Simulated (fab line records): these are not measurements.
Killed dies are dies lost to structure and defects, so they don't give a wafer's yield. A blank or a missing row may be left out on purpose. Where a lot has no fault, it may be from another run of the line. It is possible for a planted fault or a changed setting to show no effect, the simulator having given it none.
Lot-split experiment    flow n5Finfet    on a route of 1938 steps: 7 lots, 21 wafers read

== ABOUT THE SPLIT ==
At N5_WELL_APT_COAT_02 (resist thk 950 nm), the setting spinRpm was moved away from the recipe's 1357 rpm on 5 of the 21 wafers read, by -6.6% to +6.3%. All remaining wafers had this setting at the recipe value.

Reading taken at the split's own step.

== THE READING ==
coat_of_WELL_APT_COAT_02.thkNm (the simulator's own value, which no gauge read), in nm, at N5_WELL_APT_COAT_02 (resist thk 950 nm). The file does not state a usual value for it. Here, 16 wafers ran the recipe; their average is 950.8 nm with a standard deviation of 2.1 nm.

wafer   tool, chamber at the split  spinRpm as run, rpm  against the recipe  coat_of_WELL_APT_COAT_02.thkNm, nm  against lot-mates on the recipe
L077.2  lithoTrack-02, 0            1357                 recipe              953                                 -
L077.4  lithoTrack-02, 0            1357                 recipe              951.1                               -
L077.6  lithoTrack-02, 0            1357                 recipe              949.8                               -
L081.2  lithoTrack-04, 0            1357                 recipe              949                                 -
L081.5  lithoTrack-04, 0            1357                 recipe              950                                 -
L081.6  lithoTrack-04, 0            1357                 recipe              947.2                               -
L082.4  lithoTrack-02, 0            1296                 -4.5%               974.6                               +27.1
L082.5  lithoTrack-02, 0            1357                 recipe              947.2                               -
L082.6  lithoTrack-02, 0            1357                 recipe              947.9                               -
L086.1  lithoTrack-04, 0            1273                 -6.2%               987.4                               +34.4
L086.3  lithoTrack-04, 0            1357                 recipe              953                                 -
L086.6  lithoTrack-04, 0            1357                 recipe              953.1                               -
L087.1  lithoTrack-04, 0            1357                 recipe              952.4                               -
L087.4  lithoTrack-04, 0            1442                 +6.3%               924.7                               -27.7
L087.6  lithoTrack-04, 0            1442                 +6.3%               924.1                               -28.3
L090.2  lithoTrack-02, 0            1357                 recipe              951.8                               -
L090.3  lithoTrack-02, 0            1267                 -6.6%               982.7                               +32.2
L090.6  lithoTrack-02, 0            1357                 recipe              949.3                               -
L095.1  lithoTrack-05, 0            1357                 recipe              951.3                               -
L095.3  lithoTrack-05, 0            1357                 recipe              954.2                               -
L095.4  lithoTrack-05, 0            1357                 recipe              951.9                               -

FIT RESULTS
A straight line over all 21 wafers: coat_of_WELL_APT_COAT_02.thkNm changes by -4.82 nm for each +1% of spinRpm; r = -0.98; the points scatter about the line by 2.7 nm.
The same after taking each lot's own level away (the mean of its wafers on the recipe; 21 wafers): -4.95 nm for each +1%; r = -0.99; scatter 1.8 nm.
The reading moves by 33 nm for the largest change in spinRpm, on that fit.
The lots' own levels span 947.55 to 953.05 nm, that is 2.6 times the standard deviation above.
The two slopes agree, so the slope changes little with the lot-to-lot level.
Check: for one of the wafers moved furthest among these (-6.6%), held out of the fit, the line's prediction against its lot-mates is +34 nm. Against them it came out at +32.2 nm.

== FILE'S OWN FIT ==
coat_of_WELL_APT_COAT_02.thkNm changes by -5.1 nm for each +1% of spinRpm, r = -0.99.
